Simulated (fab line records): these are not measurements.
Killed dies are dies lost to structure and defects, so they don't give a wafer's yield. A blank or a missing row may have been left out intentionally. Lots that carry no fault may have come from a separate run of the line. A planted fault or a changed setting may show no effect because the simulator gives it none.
fab line records    flow nandHarc
record: lots: 12  wafers: 36  lastDay: 34
route steps=1302 shown A_DECK1_JOINT@544 A_CHANNEL_HOLE_D2@577
lots untouched by any fault: they come from a run of this same line in which no faults occurred
startH: hours from the record's opening day to when the first of the lot's shown wafers began    waitH: hours since the lot's step before    " unchanged from the row above    L1.1+2: a row that stands for several wafers    - no value, or no start was given    * or withheld: withheld    < > ~ a bound
route shown NAME@n: a module of which the file shows steps, and the number in the route of the first    usual: mean/standard deviation of fault-free wafers    same: alike in all rows    chamber/n: place in a boat    sites: the reading at each site    _std_site: the values' standard deviation    _edge_site: mean of outer sites minus mean of inner sites    radiusMm: how far each site lies from the wafer's centre    mask NAME#n: copy n    behind: the most recent tool/chamber to have shaped the wafer    hold: reason for holding the lot/hours on hold/outcome of the hold    device: the transistor (n, p or np) that didn't switch    end of line: at the end of the route, the tests of the same wafers    a step given without rows: its recipe and nothing more    killed: not the wafer's yield, but the dies lost to structure and defects at the first sort    map: per-die view of a wafer (x killed, . not killed, _ where there is no die)
set.NAME: the setting that was run; set.NAME@STEP: the one run at that earlier step    model.NAME: the simulator's own value behind a step, which no gauge read
one table for each step of the route and one row for each wafer, over a sample of lots
services: a tool's chamber out of use, with start hour (startH, from the record's first day; less than 0 if before it), hours out, and reason
== steps ==
step: NHARC_A_DECK1_JOINT_INSPECT_05
usual: rawDefectCount: 352/190
lot.wafer  tool              chamber  startH  waitH  rawDefectCount
L403.1     defectInspect-01  -        286.14  0.0    227
L403.3     "                 -        "       "      159
L403.4     "                 -        "       "      212
L404.2     defectInspect-01  -        286.29  0.0    433
L404.3     "                 -        "       "      356
L404.6     "                 -        "       "      271
L405.2     defectInspect-02  -        305.52  0.0    333
L405.3     "                 -        "       "      238
L405.6     "                 -        "       "      739
L406.1     defectInspect-01  -        310.16  0.0    188
L406.4     "                 -        "       "      285
L406.5     "                 -        "       "      408
L407.1     defectInspect-02  -        326.95  0.0    335
L407.4     "                 -        "       "      218
L407.6     "                 -        "       "      177
L414.2     defectInspect-02  -        387.46  0.0    582
L414.4     "                 -        "       "      744
L414.6     "                 -        "       "      368
L415.2     defectInspect-02  -        412.15  0.0    303
L415.5     "                 -        "       "      376
L415.6     "                 -        "       "      247
L418.1     defectInspect-01  -        429.89  0.0    395
L418.2     "                 -        "       "      362
L418.3     "                 -        "       "      461
L420.2     defectInspect-02  -        454.77  0.0    235
L420.4     "                 -        "       "      291
L420.5     "                 -        "       "      402
L424.2     defectInspect-02  -        490.83  0.0    350
L424.4     "                 -        "       "      413
L424.6     "                 -        "       "      213
L423.2     defectInspect-01  -        500.56  0.0    312
L423.4     "                 -        "       "      261
L423.5     "                 -        "       "      327
L425.2     defectInspect-01  -        513.33  0.0    216
L425.4     "                 -        "       "      183
L425.6     "                 -        "       "      337
step: NHARC_A_CHANNEL_HOLE_D2_SOFTBAKE_05
recipe: tempC: 105  timeS: 55
usual: heaterPowerTotalW: 188.46/0.14  plateTempC: 105.01/0.13
lot.wafer  tool           chamber  startH  waitH  heaterPowerTotalW  plateTempC
L404.2     lithoTrack-04  0        301     -      188.36             104.93
L404.3     "              0        "       "      188.40             104.82
L404.6     "              0        "       "      188.48             104.89
L403.1     lithoTrack-06  0        301     -      188.43             104.92
L403.3     "              0        "       "      188.31             105.10
L403.4     "              0        "       "      188.41             105.04
L405.2     lithoTrack-06  0        327     -      188.57             105.03
L405.3     "              0        "       "      188.28             105.09
L405.6     "              0        "       "      188.31             104.97
L406.1     lithoTrack-01  0        328     -      188.29             104.92
L406.4     "              0        "       "      188.71             105.11
L406.5     "              0        "       "      188.71             104.91
L407.1     lithoTrack-04  0        343     -      188.55             105.13
L407.4     "              0        "       "      188.36             104.97
L407.6     "              0        "       "      188.33             105.29
L414.2     lithoTrack-04  0        411     -      188.50             104.86
L414.4     "              0        "       "      188.43             104.84
L414.6     "              0        "       "      188.37             104.67
L415.2     lithoTrack-01  0        428     -      188.70             105.00
L415.5     "              0        "       "      188.38             105.03
L415.6     "              0        "       "      188.76             105.23
L418.1     lithoTrack-04  0        447     -      322.93             -
L418.2     "              0        "       "      188.33             105.02
L418.3     "              0        "       "      188.62             104.99
L420.2     lithoTrack-04  0        470     -      188.39             104.92
L420.4     "              0        "       "      188.64             105.06
L420.5     "              0        "       "      323.01             -
L424.2     lithoTrack-06  0        506     -      188.37             104.95
L424.4     "              0        "       "      188.44             104.95
L424.6     "              0        "       "      188.43             104.86
L423.2     lithoTrack-06  0        516     -      188.39             104.81
L423.4     "              0        "       "      188.29             105.01
L423.5     "              0        "       "      188.48             105.04
L425.2     lithoTrack-04  0        528     -      188.34             105.06
L425.4     "              0        "       "      188.75             105.07
L425.6     "              0        "       "      188.29             105.26
step: NHARC_A_CHANNEL_HOLE_D2_ETCH_16
recipe: targetDepthA: 31000  overEtchFrac: 0.3  timeS: 806  ionEnergyEv: 150  o2FlowSccm: 400  cosFlowSccm: 20  arFlowSccm: 0  rfW: 500  biasW: 300  chemistry: O2/COS
usual: drypumpMotorCurrentA: 5.6/0.5  oesProductAu: 1.003/0.0067  rfVppV: 313.8/1.9  showerheadPlenumPTorr: 3.10/0.12  throttleValvePct: 28.330/0.0085
lot.wafer  tool        chamber  startH  waitH  drypumpMotorCurrentA  oesProductAu  rfHoursCounterH  rfVppV  showerheadPlenumPTorr  throttleValvePct
L404.3     rieDiel-10  2        -       -      5.3                   1.003         2.1              311.4   2.97                   28.350
L404.2     "           0        "       "      6.2                   1.007         2.2              317.4   3.27                   28.334
L404.6     "           2        "       "      5.3                   1.006         -                313.1   2.97                   28.326
L403.3     rieDiel-08  2        -       -      5.5                   1.004         6.3              311.9   2.98                   28.333
L403.4     "           3        "       "      6.1                   0.993         7.0              314.5   3.15                   28.324
L403.1     "           1        "       "      5.5                   0.997         6.3              314.0   3.02                   28.318
L405.3     rieDiel-10  1        -       -      6.0                   1.009         3.6              312.7   3.08                   28.336
L405.2     "           0        "       "      6.2                   0.999         3.4              316.2   3.27                   28.334
L405.6     "           2        "       "      5.3                   1.002         -                311.5   2.97                   28.327
L406.1     rieDiel-06  0        -       -      4.8                   1.000         0.5              312.7   3.05                   28.314
L406.4     "           2        "       "      5.8                   1.003         0.6              314.7   3.19                   28.327
L406.5     "           0        "       "      4.7                   0.998         -                314.2   3.05                   28.348
L407.4     rieDiel-06  2        -       -      5.8                   1.008         1.2              315.4   3.19                   28.314
L407.1     "           3        "       "      6.0                   1.003         1.4              315.7   3.24                   28.333
L407.6     "           2        "       "      5.8                   1.007         -                314.5   3.19                   28.335
L414.4     rieDiel-10  3        -       -      4.7                   0.996         7.1              313.0   2.96                   28.326
L414.2     "           0        "       "      6.1                   0.993         7.2              316.8   3.27                   28.331
L414.6     "           2        "       "      5.3                   0.992         -                312.3   2.97                   28.323
L415.2     rieDiel-08  0        -       -      5.8                   0.994         4.0              315.2   3.31                   28.334
L415.5     "           0        "       "      5.8                   1.006         -                316.2   3.31                   28.315
L415.6     "           1        "       "      5.5                   0.994         -                313.1   3.01                   28.344
L418.2     rieDiel-10  0        -       -      6.2                   1.005         2.0              315.3   3.27                   28.338
L418.1     "           1        "       "      6.0                   1.004         2.0              313.5   3.08                   28.335
L418.3     "           2        "       "      5.3                   1.000         2.0              312.3   2.97                   28.318
L420.2     rieDiel-06  2        -       -      5.8                   1.004         9.7              314.8   3.19                   28.325
L420.4     "           3        "       "      6.1                   0.996         9.5              317.3   3.23                   28.327
L420.5     "           3        "       "      6.1                   0.999         -                316.6   3.23                   28.332
L424.2     rieDiel-08  3        -       -      6.1                   0.998         7.2              314.5   3.14                   28.330
L424.4     "           0        "       "      5.9                   1.006         7.5              317.7   3.30                   28.341
L424.6     "           2        "       "      5.5                   1.012         -                310.6   2.98                   28.324
L423.4     rieDiel-10  0        -       -      6.2                   0.995         5.1              314.9   3.26                   28.331
L423.2     "           1        "       "      6.0                   1.000         4.7              313.4   3.08                   28.327
L423.5     "           3        "       "      4.7                   0.999         -                311.0   2.96                   28.311
L425.4     rieDiel-10  3        -       -      4.7                   1.008         6.4              311.0   2.96                   28.330
L425.2     "           0        "       "      6.2                   0.998         5.8              315.5   3.26                   28.340
L425.6     "           1        "       "      6.0                   1.010         -                312.1   3.08                   28.331
step: NHARC_A_CHANNEL_HOLE_D2_ETCH_20
recipe: biasV: 3000  sourceW: withheld  pressureMtorr: 20  timeS: 361.9  arFlowSccm: 375  c4f8FlowSccm: 89.3  o2FlowSccm: 35.7  tempC: -20  targetDepthA: 16000  chemistry: C4F8/O2/Ar
usual: drypumpMotorCurrentA: 6.1/0.31  heBacksideLeakSccm: 5.8/0.85  showerheadPlenumPTorr: 3.69/0.17  throttleValvePct: 32.155/0.0096
lot.wafer  tool        chamber  startH  waitH  drypumpMotorCurrentA  heBacksideLeakSccm  rfHoursCounterH  showerheadPlenumPTorr  throttleValvePct
L404.2     harEtch-02  1        303.74  0.1    5.7                   5.8                 352              3.49                   32.161
L404.3     "           1        "       "      5.7                   5.9                 -                3.49                   32.148
L404.6     "           1        "       "      5.7                   6.0                 -                3.49                   32.141
L403.1     harEtch-01  1        304.00  0.1    5.9                   5.3                 164              3.69                   32.159
L403.3     "           1        "       "      5.9                   5.3                 -                3.69                   32.156
L403.4     "           0        "       "      6.1                   5.7                 -                3.54                   32.125
L405.2     harEtch-01  1        331.57  0.1    5.9                   5.6                 176              3.68                   32.161
L405.3     "           0        "       "      6.2                   5.8                 -                3.54                   32.152
L405.6     "           1        "       "      5.9                   5.2                 -                3.68                   32.147
L406.1     harEtch-02  1        334.95  0.1    5.7                   6.3                 371              3.48                   32.158
L406.4     "           1        "       "      5.7                   6.2                 -                3.48                   32.139
L406.5     "           1        "       "      5.7                   6.4                 -                3.48                   32.150
L407.1     harEtch-01  1        347.73  0.1    5.9                   5.5                 187              3.67                   32.139
L407.4     "           1        "       "      5.9                   5.6                 -                3.67                   32.140
L407.6     "           0        "       "      6.2                   5.7                 -                3.53                   32.160
L414.2     harEtch-01  1        415.01  0.1    5.9                   6.3                 229              3.65                   32.160
L414.4     "           1        "       "      5.9                   5.9                 -                3.65                   32.157
L414.6     "           1        "       "      5.9                   5.8                 -                3.65                   32.172
L415.2     harEtch-02  1        433.77  0.1    5.7                   5.4                 26               3.92                   32.147
L415.5     "           1        "       "      5.7                   5.2                 -                3.92                   32.159
L415.6     "           0        "       "      6.5                   4.8                 -                3.87                   32.157
L418.1     harEtch-02  1        449.38  0.1    5.7                   5.3                 34               3.91                   32.154
L418.2     "           0        "       "      6.5                   4.9                 34               3.87                   32.150
L418.3     "           1        "       "      5.7                   5.2                 -                3.91                   32.164
L420.2     harEtch-02  1        473.12  0.1    5.7                   5.4                 49               3.91                   32.149
L420.4     "           0        "       "      6.6                   4.8                 -                3.86                   32.147
L420.5     "           0        "       "      6.6                   4.7                 -                3.86                   32.150
L424.2     harEtch-02  0        510.42  0.1    6.6                   5.0                 68               3.85                   32.147
L424.4     "           1        "       "      5.7                   5.3                 -                3.89                   32.168
L424.6     "           0        "       "      6.5                   4.9                 -                3.85                   32.165
L423.2     harEtch-02  0        518.56  0.1    6.6                   4.8                 72               3.85                   32.162
L423.4     "           1        "       "      5.7                   5.5                 -                3.89                   32.160
L423.5     "           1        "       "      5.7                   5.5                 -                3.89                   32.141
L425.2     harEtch-02  1        530.93  0.1    5.7                   5.5                 76               3.89                   32.166
L425.4     "           0        "       "      6.5                   5.0                 -                3.84                   32.166
L425.6     "           0        "       "      6.5                   5.0                 -                3.84                   32.166
== services ==
tool           chamber  startH  hours  kind
rieDiel-06     1        294.07  1.2    repair
rieDiel-06     -        307.20  9.0    pm
lithoTrack-01  -        330.00  7.0    pm
rieDiel-06     1        346.24  2.7    repair
rieDiel-06     -        352.70  0.6    repair
lithoTrack-06  -        354.00  7.0    pm
rieDiel-08     -        368.47  9.0    pm
harEtch-02     -        377.00  17.0   pm
harEtch-02     0        377.00  17.0   ventCycle
harEtch-02     1        377.00  17.0   ventCycle
lithoTrack-04  -        378.00  7.0    pm
rieDiel-10     -        385.97  0.3    repair
harEtch-02     0        394.00  -      clean
harEtch-02     0        394.00  -      consumableReplace:esc
harEtch-02     0        394.00  -      consumableReplace:focusRing
rieDiel-08     3        406.64  4.4    repair
rieDiel-08     1        419.10  2.9    repair
rieDiel-10     -        419.50  9.0    pm
rieDiel-06     1        444.34  9.5    repair
rieDiel-08     2        478.28  7.9    repair
rieDiel-06     -        484.20  9.0    pm
rieDiel-06     -        500.69  0.4    repair
lithoTrack-01  -        505.00  7.0    pm
lithoTrack-06  -        529.00  7.0    pm
== key ==
firstSign: step: NHARC_A_CHANNEL_HOLE_D2_SOFTBAKE_05  reading: heaterPowerTotalW  direction: up  sigmas: 99+  usual: *  struck: *
effect none on later readings
metAt NHARC_A_CHANNEL_HOLE_D2_SOFTBAKE_05
struckLots L418,L420
struckWafers L418.1,L420.5
testerLeftOut L418,L420
notActingAt NHARC_A_DECK1_JOINT_INSPECT_05,NHARC_A_CHANNEL_HOLE_D2_ETCH_16,NHARC_A_CHANNEL_HOLE_D2_ETCH_20
onsetBetween 411 447
fault: kind: processParameterDrift  tool: lithoTrack-04  chamber: -  onsetH: 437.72  steps: NHARC_A_CHANNEL_HOLE_D2_SOFTBAKE_05  channel: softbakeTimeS  offset: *  shape: step  endH: 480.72  scope: struckWafersOnly  actsIn: *  stated: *
testerLeftOut: of these lots the tester's yield and bins aren't shown, on N5 and GAA mostly nor the transistor test; their killed dies are dies lost to structure and defects alone, not to doping, threshold or leakage, so they don't give the yield
